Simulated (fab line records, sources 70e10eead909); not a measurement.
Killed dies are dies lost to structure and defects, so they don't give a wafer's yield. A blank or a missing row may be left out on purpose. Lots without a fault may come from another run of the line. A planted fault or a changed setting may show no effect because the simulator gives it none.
Chamber matching | flow nand_harc | NHARC_P_ZERO_WELL_DESCUM_54 on rie_diel-13: 4 sister chambers
The step chemistry O2, time 3 s. 8 wafers are shown with their chamber, then 10 later ones without.

WAFERS WITH THEIR CHAMBER
wafer  | chamber | drypump_motor_current_A (A) | rf_vpp_V (V)
L079.5 | 1       | 6.0                         | 59.9
L083.2 | 0       | 6.6                         | 56.2
L083.5 | 2       | 6.0                         | 56.6
L086.2 | 0       | 6.7                         | 57.4
L086.3 | 3       | 5.0                         | 57.2
L086.4 | 2       | 5.9                         | 58.4
L090.2 | 3       | 5.0                         | 58.1
L090.3 | 1       | 6.0                         | 58.1

WAFERS WITHOUT THEIR CHAMBER
wafer  | drypump_motor_current_A (A) | rf_vpp_V (V)
L090.6 | 5.0                         | 59.4
L091.3 | 6.0                         | 58.7
L091.4 | 5.0                         | 56.5
L091.6 | 5.0                         | 57.8
L094.1 | 6.0                         | 58.7
L094.4 | 5.9                         | 57.0
L094.6 | 5.0                         | 58.6
L097.1 | 5.0                         | 58.2
L097.4 | 6.0                         | 56.4
L097.6 | 6.0                         | 58.4

WHICH CHAMBER EACH WENT THROUGH
wafer  | from the rows above     | in truth
L090.6 | 3                       | 3
L091.3 | can't be placed: 1 or 2 | 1
L091.4 | 3                       | 3
L091.6 | 3                       | 3
L094.1 | can't be placed: 1 or 2 | 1
L094.4 | can't be placed: 2 or 1 | 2
L094.6 | 3                       | 3
L097.1 | 3                       | 3
L097.4 | can't be placed: 2 or 1 | 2
L097.6 | can't be placed: 1 or 2 | 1
Placed correctly: 5 of 10. Can't be placed from these rows: 5 (the true chamber is among the candidates in 5). Placed wrongly: 0.
How it was worked out, from the rows above alone: a wafer's distance from a chamber is the root of the sum, over the readings, of the square of ((its reading less the chamber's mean) divided by the reading's scatter). The wafer belongs to the nearest chamber; if the next one is less than 2 further off, it can't be placed. A chamber's mean is the mean of its shown wafers. The scatter: the root of (the sum of the squares of (reading less its chamber's mean) over the shown wafers, divided by (wafers less chambers)).
